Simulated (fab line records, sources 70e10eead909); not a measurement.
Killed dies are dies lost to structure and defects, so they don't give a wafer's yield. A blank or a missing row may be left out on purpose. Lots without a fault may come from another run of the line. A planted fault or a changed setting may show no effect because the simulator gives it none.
Chamber matching | flow nand_harc | NHARC_A_STAIRCASE_DESCUM_291 on rie_diel-11: 4 sister chambers
The step chemistry O2, time 3 s. 8 wafers are shown with their chamber, then 11 later ones without.

WAFERS WITH THEIR CHAMBER
wafer  | chamber | drypump_motor_current_A (A) | showerhead_plenum_p_Torr (Torr)
L080.3 | 0       | 6.3                         | 1.87
L080.5 | 0       | 6.3                         | 1.86
L085.2 | 1       | 5.6                         | 1.77
L088.4 | 3       | 5.8                         | 1.81
L088.5 | 1       | 5.6                         | 1.77
L090.1 | 3       | 5.9                         | 1.81
L090.6 | 2       | 5.3                         | 1.82
L093.2 | 2       | 5.3                         | 1.82

WAFERS WITHOUT THEIR CHAMBER
wafer  | drypump_motor_current_A (A) | showerhead_plenum_p_Torr (Torr)
L093.3 | 6.3                         | 1.86
L093.4 | 5.6                         | 1.76
L094.2 | 5.6                         | 1.76
L094.3 | 6.3                         | 1.85
L094.5 | 5.8                         | 1.81
L096.2 | 5.8                         | 1.80
L096.4 | 6.3                         | 1.85
L096.5 | 5.9                         | 1.80
L095.1 | 5.8                         | 1.80
L095.3 | 5.6                         | 1.76
L095.6 | 5.3                         | 1.82

WHICH CHAMBER EACH WENT THROUGH
wafer  | from the rows above | in truth
L093.3 | 0                   | 0
L093.4 | 1                   | 1
L094.2 | 1                   | 1
L094.3 | 0                   | 0
L094.5 | 3                   | 3
L096.2 | 3                   | 3
L096.4 | 0                   | 0
L096.5 | 3                   | 3
L095.1 | 3                   | 3
L095.3 | 1                   | 1
L095.6 | 2                   | 2
Placed correctly: 11 of 11. Can't be placed from these rows: 0. Placed wrongly: 0.
How it was worked out, from the rows above alone: a wafer's distance from a chamber is the root of the sum, over the readings, of the square of ((its reading less the chamber's mean) divided by the reading's scatter). The wafer belongs to the nearest chamber; if the next one is less than 2 further off, it can't be placed. A chamber's mean is the mean of its shown wafers. The scatter: the root of (the sum of the squares of (reading less its chamber's mean) over the shown wafers, divided by (wafers less chambers)).
